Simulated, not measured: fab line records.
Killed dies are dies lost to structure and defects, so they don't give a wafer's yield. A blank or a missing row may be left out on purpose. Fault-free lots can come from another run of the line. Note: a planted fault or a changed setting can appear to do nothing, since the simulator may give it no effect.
fab line records	flow n5-finfet
record: lots: 7	wafers: 21
route steps=1938 shown BEOL_M14@1716 BEOL_M15@1773 MIM_BOT@1833 PASSIVATION@1930
start-h: hours from the record's first day to the start of the lot's first wafer shown	wait-h: hours elapsed since this lot's preceding step	" repeats the value in the row above	L1.1+2: one row covering several wafers at once	- either no value or no given start	* or withheld: withheld	< > ~ a bound
route shown NAME@n: a module of which the file shows steps, and the number in the route of the first	usual: mean/standard deviation of fault-free wafers	same: alike in all rows	chamber/n: place in a boat	sites: per-site readings	_std_site: standard deviation of those values	_edge_site: the outer-site mean with the inner-site mean subtracted	radius-mm: for every site, how far away it sits from the centre of the wafer	mask NAME#n: copy n	behind: the tool/chamber that last shaped the wafer	hold: reason for holding the lot/hours on hold/outcome of the hold	device: the transistor (n, p or np) that didn't switch	end of line: the route-end tests of the same wafers	a step given without rows: its recipe and nothing more	killed: dies lost to structure and defects at the first sort, not the wafer's yield	map: the dies of a wafer, with x for killed, . for not killed, _ for no die there
set.NAME: setting as actually run; set.NAME@STEP: the setting as run at that earlier step	model.NAME: the simulator's own value behind a step, which no gauge read
lots where settings were altered on purpose, with a table for each step and a row for each wafer
== steps ==
step: N5_BEOL_M14_ILD_DEP_00
recipe: material: SiO2	target-thk-a: 11193	temp-c: 400	precursor: TEOS/O2	pressure-torr: 6.5	rf-w: 900	teos-flow-sccm: 161.4	gas: O2	flow-sccm: 2650	time-s: 237.4
lot.wafer	tool	chamber	start-h	wait-h	set.time-s	model.SiO2_of_BEOL_M14_ILD_DEP_00.thk-nm
L074.2	pecvd-02	0	226.37	0.0	237.4	1107
L074.3	"	2	"	"	237.4	1106
L074.5	"	0	"	"	237.4	1139
L076.3	pecvd-04	0	232.47	0.0	250.5	1176
L076.4	"	0	"	"	250.5	1185
L076.6	"	2	"	"	237.4	1135
L080.2	pecvd-04	1	250.45	0.0	254.9	1206
L080.4	"	0	"	"	237.4	1116
L080.6	"	1	"	"	254.9	1223
L082.1	pecvd-04	0	254.81	0.0	237.4	1107
L082.2	"	2	"	"	258.3	1199
L082.5	"	1	"	"	237.4	1153
L083.2	pecvd-04	2	264.56	0.0	237.4	1106
L083.4	"	0	"	"	237.4	1117
L083.6	"	2	"	"	237.4	1138
L089.3	pecvd-02	1	388.08	0.0	219	1016
L089.4	"	0	"	"	219	1042
L089.5	"	2	"	"	237.4	1111
L087.2	pecvd-04	1	405.72	0.0	237.4	1099
L087.4	"	1	"	"	259.9	1229
L087.6	"	2	"	"	259.9	1204
step: N5_BEOL_M14_THK_MEAS_01
recipe: reads: SiO2_of_BEOL_M14_ILD_DEP_00
usual: M14_ILD_THK: 1116/15
lot.wafer	tool	chamber	start-h	wait-h	set.time-s@BEOL_M14_ILD_DEP_00	M14_ILD_THK[nm]
L074.2	film-metro-01	-	226.56	0.1	237.4	1107
L074.3	"	-	"	"	237.4	1106
L074.5	"	-	"	"	237.4	1139
L076.3	film-metro-01	-	232.67	0.1	250.5	1175
L076.4	"	-	"	"	250.5	1186
L076.6	"	-	"	"	237.4	1135
L080.2	film-metro-01	-	250.64	0.1	254.9	1205
L080.4	"	-	"	"	237.4	1116
L080.6	"	-	"	"	254.9	1224
L082.1	film-metro-01	-	254.99	0.1	237.4	1107
L082.2	"	-	"	"	258.3	1200
L082.5	"	-	"	"	237.4	1153
L083.2	film-metro-01	-	264.75	0.1	237.4	1105
L083.4	"	-	"	"	237.4	1117
L083.6	"	-	"	"	237.4	1139
L089.3	film-metro-02	-	388.27	0.1	219	1016
L089.4	"	-	"	"	219	1043
L089.5	"	-	"	"	237.4	1111
L087.2	film-metro-01	-	405.91	0.1	237.4	1100
L087.4	"	-	"	"	259.9	1229
L087.6	"	-	"	"	259.9	1204
step: N5_BEOL_M14_COAT_58
recipe: resist: BARC	temp-c: 205	time-s: 60	spin-rpm: 1500	resist-thk-nm: 89
step: N5_BEOL_M14_COAT_04
recipe: spin-rpm: 1704	resist-thk-nm: 800
step: N5_BEOL_M14_DESCUM_15
recipe: chemistry: O2	time-s: 7.9	source-power-w: 50	bias-power-w: 20	pressure-mtorr: 20	rf-frequency-hz: 2.712e+07	temp-c: 40	o2-flow-sccm: 225
step: N5_BEOL_M14_ETCH_59
recipe: chemistry: N2/H2	target: BARC	target-depth-a: 890	overetch-a: 267	time-s: 67.9	ion-energy-ev: 200	pressure-mtorr: 30	source-w: 840	bias-w: 150	n2-flow-sccm: 200	h2-flow-sccm: 200
step: N5_BEOL_M14_VIA_ETCH_16
recipe: chemistry: C4F8/O2/Ar	target: SiO2	he-inner-torr: 15	he-outer-torr: 30	target-depth-a: 12313	time-s: withheld	ion-energy-ev: 800	pressure-mtorr: 20	source-w: 1905	bias-w: 2040	Ar_flow_sccm: 400	C4F8_flow_sccm: 16	O2_flow_sccm: 12	ends: cleared
lot.wafer	tool	chamber	start-h	wait-h	set.time-s@BEOL_M14_ILD_DEP_00	model.etch.depth-nm	model.coat_of_BEOL_M14_COAT_04.thk-nm
L074.2	rie-diel-02	2	227.26	0.0	*	1107	454.2
L074.3	"	1	"	"	*	1106	457.4
L074.5	"	0	"	"	*	1139	455.8
L076.3	rie-diel-02	3	234.71	0.0	*	1176	448.8
L076.4	"	1	"	"	*	1185	442.6
L076.6	"	0	"	"	*	1135	455.4
L080.2	rie-diel-02	2	251.24	0.0	*	1206	429.4
L080.4	"	1	"	"	*	1116	455.8
L080.6	"	2	"	"	*	1223	426.4
L082.1	rie-diel-04	3	255.48	0.0	*	1107	456.4
L082.2	"	2	"	"	*	1199	438.8
L082.5	"	2	"	"	*	1153	447.8
L083.2	rie-diel-03	3	265.24	0.0	*	1106	454.2
L083.4	"	1	"	"	*	1117	457.6
L083.6	"	2	"	"	*	1138	451.4
L089.3	rie-diel-02	1	388.88	0.0	*	1016	482.4
L089.4	"	2	"	"	*	1042	473.6
L089.5	"	3	"	"	*	1111	462.8
L087.2	rie-diel-03	1	406.65	0.0	*	1099	459.4
L087.4	"	1	"	"	*	1229	427
L087.6	"	0	"	"	*	1204	432.2
step: N5_BEOL_M15_ILD_DEP_00
recipe: material: SiO2	target-thk-a: 16293	temp-c: 400	precursor: TEOS/O2	pressure-torr: 6.5	rf-w: 900	teos-flow-sccm: 161.4	gas: O2	flow-sccm: 2650	time-s: 346.1
lot.wafer	tool	chamber	start-h	wait-h	set.time-s	model.SiO2_of_BEOL_M15_ILD_DEP_00.thk-nm
L074.2	pecvd-03	0	230.65	0.0	346.1	1606
L074.3	"	2	"	"	346.1	1573
L074.5	"	0	"	"	346.1	1626
L076.3	pecvd-03	0	237.75	0.0	388.1	1797
L076.4	"	1	"	"	388.1	1817
L076.6	"	2	"	"	346.1	1569
L080.2	pecvd-03	2	254.94	0.0	311.1	1385
L080.4	"	0	"	"	311.1	1447
L080.6	"	1	"	"	346.1	1618
L082.1	pecvd-04	2	258.55	0.0	346.1	1595
L082.2	"	0	"	"	346.1	1613
L082.5	"	1	"	"	346.1	1643
L083.2	pecvd-01	2	271.00	0.0	346.1	1613
L083.4	"	2	"	"	313.9	1462
L083.6	"	1	"	"	313.9	1506
L089.3	pecvd-01	1	397.24	0.0	346.1	1621
L089.4	"	0	"	"	346.1	1649
L089.5	"	1	"	"	346.1	1635
L087.2	pecvd-01	0	416.78	0.0	386.7	1798
L087.4	"	2	"	"	386.7	1836
L087.6	"	1	"	"	346.1	1623
step: N5_BEOL_M15_THK_MEAS_01
recipe: reads: SiO2_of_BEOL_M15_ILD_DEP_00
usual: M15_ILD_THK: 1614/24
lot.wafer	tool	chamber	start-h	wait-h	set.time-s@BEOL_M15_ILD_DEP_00	M15_ILD_THK[nm]
L074.2	film-metro-01	-	230.90	0.1	346.1	1606
L074.3	"	-	"	"	346.1	1572
L074.5	"	-	"	"	346.1	1626
L076.3	film-metro-01	-	238.00	0.1	388.1	1796
L076.4	"	-	"	"	388.1	1817
L076.6	"	-	"	"	346.1	1569
L080.2	film-metro-02	-	255.19	0.1	311.1	1385
L080.4	"	-	"	"	311.1	1447
L080.6	"	-	"	"	346.1	1620
L082.1	film-metro-01	-	258.80	0.1	346.1	1595
L082.2	"	-	"	"	346.1	1613
L082.5	"	-	"	"	346.1	1642
L083.2	film-metro-02	-	271.25	0.1	346.1	1612
L083.4	"	-	"	"	313.9	1462
L083.6	"	-	"	"	313.9	1505
L089.3	film-metro-02	-	397.49	0.1	346.1	1619
L089.4	"	-	"	"	346.1	1647
L089.5	"	-	"	"	346.1	1636
L087.2	film-metro-02	-	417.04	0.2	386.7	1799
L087.4	"	-	"	"	386.7	1835
L087.6	"	-	"	"	346.1	1623
step: N5_BEOL_M15_EXPOSE_07
recipe: mask-id: V14	na: 0.8	source-shape: annular	sigma-inner: 0.5	sigma-outer: 0.8	polarization: unpolarized	attpsm-phase-deg: 180	dose-mj: 41.25
lot.wafer	tool	chamber	start-h	wait-h	mask	set.dose-mj
L074.2+3+5	krf-scanner-01	0	231.04	-	V14#0	41.25
L076.3+4+6	krf-scanner-01	0	238.14	-	V14#0	41.25
L080.2+4+6	krf-scanner-02	0	255.33	-	V14#0	41.25
L082.1+2+5	krf-scanner-02	0	258.93	-	V14#0	41.25
L083.2+6	krf-scanner-02	0	271.39	-	V14#0	41.25
L083.4	"	0	"	"	V14#0	38.31
L089.3	krf-scanner-02	0	397.75	-	V14#0	42.75
L089.4+5	"	0	"	"	V14#0	41.25
L087.2+4+6	krf-scanner-02	0	417.18	-	V14#0	41.25
step: N5_BEOL_M15_PEB_08
recipe: peb-temp-c: 130	peb-time-s: 90
step: N5_BEOL_M15_DEVELOP_09
recipe: develop-time-s: 45	rinse-liquid: diw	dry: air-spin	dev-temp-c: 21
step: N5_BEOL_M15_DESCUM_15
recipe: chemistry: O2	time-s: 7.9	source-power-w: 50	bias-power-w: 20	pressure-mtorr: 20	rf-frequency-hz: 2.712e+07	temp-c: 40	o2-flow-sccm: 225
step: N5_BEOL_M15_ETCH_59
recipe: chemistry: N2/H2	target: BARC	target-depth-a: 890	overetch-a: 267	time-s: 67.9	ion-energy-ev: 200	pressure-mtorr: 30	source-w: 840	bias-w: 150	n2-flow-sccm: 200	h2-flow-sccm: 200
step: N5_BEOL_M15_VIA_ETCH_16
recipe: chemistry: C4F8/O2/Ar	target: SiO2	he-inner-torr: 15	he-outer-torr: 30	target-depth-a: 17922	time-s: withheld	ion-energy-ev: 800	pressure-mtorr: 20	source-w: 1905	bias-w: 2040	Ar_flow_sccm: 400	C4F8_flow_sccm: 16	O2_flow_sccm: 12	ends: cleared
lot.wafer	tool	chamber	start-h	wait-h	set.time-s@BEOL_M15_ILD_DEP_00	model.etch.depth-nm	model.coat_of_BEOL_M15_COAT_04.thk-nm
L074.2	rie-diel-01	2	231.42	0.0	*	1606	341.8
L074.3	"	3	"	"	*	1573	342.6
L074.5	"	3	"	"	*	1626	330.4
L076.3	rie-diel-01	1	238.48	0.0	*	1797	291.6
L076.4	"	3	"	"	*	1817	278
L076.6	"	3	"	"	*	1569	341.6
L080.2	rie-diel-01	0	256.52	0.0	*	1385	389.4
L080.4	"	2	"	"	*	1447	372.4
L080.6	"	3	"	"	*	1618	327.6
L082.1	rie-diel-06	2	259.53	0.0	*	1595	340.2
L082.2	"	1	"	"	*	1613	339.4
L082.5	"	0	"	"	*	1643	325.2
L083.2	rie-diel-06	3	271.73	0.0	*	1613	334.8
L083.4	"	1	"	"	*	1462	370
L083.6	"	1	"	"	*	1506	363
L089.3	rie-diel-05	0	398.09	0.0	*	1621	332.8
L089.4	"	2	"	"	*	1649	331.6
L089.5	"	0	"	"	*	1635	329.4
L087.2	rie-diel-05	1	418.96	0.0	*	1798	303.4
L087.4	"	2	"	"	*	1836	290.6
L087.6	"	3	"	"	*	1623	336.6
step: N5_MIM_BOT_SPUTTER_00
recipe: material: TiN	target-thk-a: 350	temp-c: 200	power-w: 3000	chamber-pressure-pa: 0.49996	gas: Ar	reactive-partial-pa: 0.37997	time-s: 89.7
lot.wafer	tool	chamber	start-h	wait-h	set.time-s	model.TiN_of_MIM_BOT_SPUTTER_00.thk-nm
L074.2+3+5	pvd-sputter-02	-	237.91	0.0	89.7	35
L076.3	pvd-sputter-03	-	243.12	0.0	89.7	34.4
L076.4+6	"	-	"	"	98.66	38.2
L080.2	pvd-sputter-03	-	263.03	0.0	89.7	34.6
L080.4+6	"	-	"	"	89.7	34.4
L082.1	pvd-sputter-03	-	266.77	0.0	94.8	37
L082.2	"	-	"	"	94.8	36.6
L082.5	"	-	"	"	89.7	34.8
L083.2	pvd-sputter-02	-	281.11	0.0	89.7	35
L083.4	"	-	"	"	89.7	34.8
L083.6	"	-	"	"	76.62	30
L089.3	pvd-sputter-03	-	405.57	0.0	99.92	38.6
L089.4	"	-	"	"	89.7	34.8
L089.5	"	-	"	"	99.92	39
L087.2+6	pvd-sputter-02	-	430.92	0.0	89.7	35.2
L087.4	"	-	"	"	102.6	40.6
step: N5_PASSIVATION_ETCH_54
recipe: chemistry: CHF3/O2	target: SiO2	target-depth-a: 8800	CHF3_flow_sccm: 50	O2_flow_sccm: 5	Ar_flow_sccm: 200	time-s: 440	mask-material: PR	pressure-mtorr: 30	source-w: 650	bias-w: 170	ion-energy-ev: 200
usual: rf-vpp-V: 530/8.7
lot.wafer	tool	chamber	start-h	wait-h	set.source-w	rf-vpp-V
L074.2	rie-diel-02	3	247.06	0.1	650	524
L074.3	"	1	"	"	650	532
L074.5	"	3	"	"	650	523
L076.3	rie-diel-02	3	252.60	0.1	602.8	545
L076.4	"	1	"	"	602.8	551
L076.6	"	1	"	"	650	531
L082.1	rie-diel-02	2	275.82	0.1	650	535
L082.2	"	0	"	"	650	540
L082.5	"	1	"	"	650	533
L080.2	rie-diel-03	3	276.78	0.1	650	544
L080.4	"	2	"	"	761.6	500
L080.6	"	2	"	"	761.6	500
L083.2	rie-diel-04	1	292.38	0.1	580.8	548
L083.4	"	0	"	"	650	529
L083.6	"	0	"	"	580.8	558
L089.3	rie-diel-02	3	418.52	0.1	604.7	542
L089.4	"	0	"	"	650	537
L089.5	"	3	"	"	604.7	541
L087.2	rie-diel-04	0	439.48	0.1	544.5	578
L087.4	"	3	"	"	650	514
L087.6	"	2	"	"	650	539
== key ==
split: step: N5_BEOL_M14_ILD_DEP_00	setting: time-s	stated: 237.4	by: wafer
response: step: N5_BEOL_M14_ILD_DEP_00	reading: model.SiO2_of_BEOL_M14_ILD_DEP_00.thk-nm	change: +10.7	per: 1%	r: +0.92
response: step: N5_BEOL_M14_THK_MEAS_01	reading: M14_ILD_THK	change: +10.7	per: 1%	r: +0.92
response: step: N5_BEOL_M14_VIA_ETCH_16	reading: model.etch.depth-nm	change: +10.7	per: 1%	r: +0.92
response: step: N5_BEOL_M14_VIA_ETCH_16	reading: model.coat_of_BEOL_M14_COAT_04.thk-nm	change: -2.49	per: 1%	r: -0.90
split: step: N5_BEOL_M15_ILD_DEP_00	setting: time-s	stated: 346.1	by: wafer
response: step: N5_BEOL_M15_ILD_DEP_00	reading: model.SiO2_of_BEOL_M15_ILD_DEP_00.thk-nm	change: +17.8	per: 1%	r: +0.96
response: step: N5_BEOL_M15_THK_MEAS_01	reading: M15_ILD_THK	change: +17.8	per: 1%	r: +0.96
response: step: N5_BEOL_M15_VIA_ETCH_16	reading: model.etch.depth-nm	change: +17.8	per: 1%	r: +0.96
response: step: N5_BEOL_M15_VIA_ETCH_16	reading: model.coat_of_BEOL_M15_COAT_04.thk-nm	change: -4.2	per: 1%	r: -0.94
split: step: N5_BEOL_M15_EXPOSE_07	setting: dose-mj	stated: 41.25	by: wafer
response none clear
split: step: N5_MIM_BOT_SPUTTER_00	setting: time-s	stated: 89.7	by: wafer
response: step: N5_MIM_BOT_SPUTTER_00	reading: model.TiN_of_MIM_BOT_SPUTTER_00.thk-nm	change: +0.358	per: 1%	r: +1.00
split: step: N5_PASSIVATION_ETCH_54	setting: source-w	stated: 650	by: wafer
response: step: N5_PASSIVATION_ETCH_54	reading: rf-vpp-V	change: -2.58	per: 1%	r: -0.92
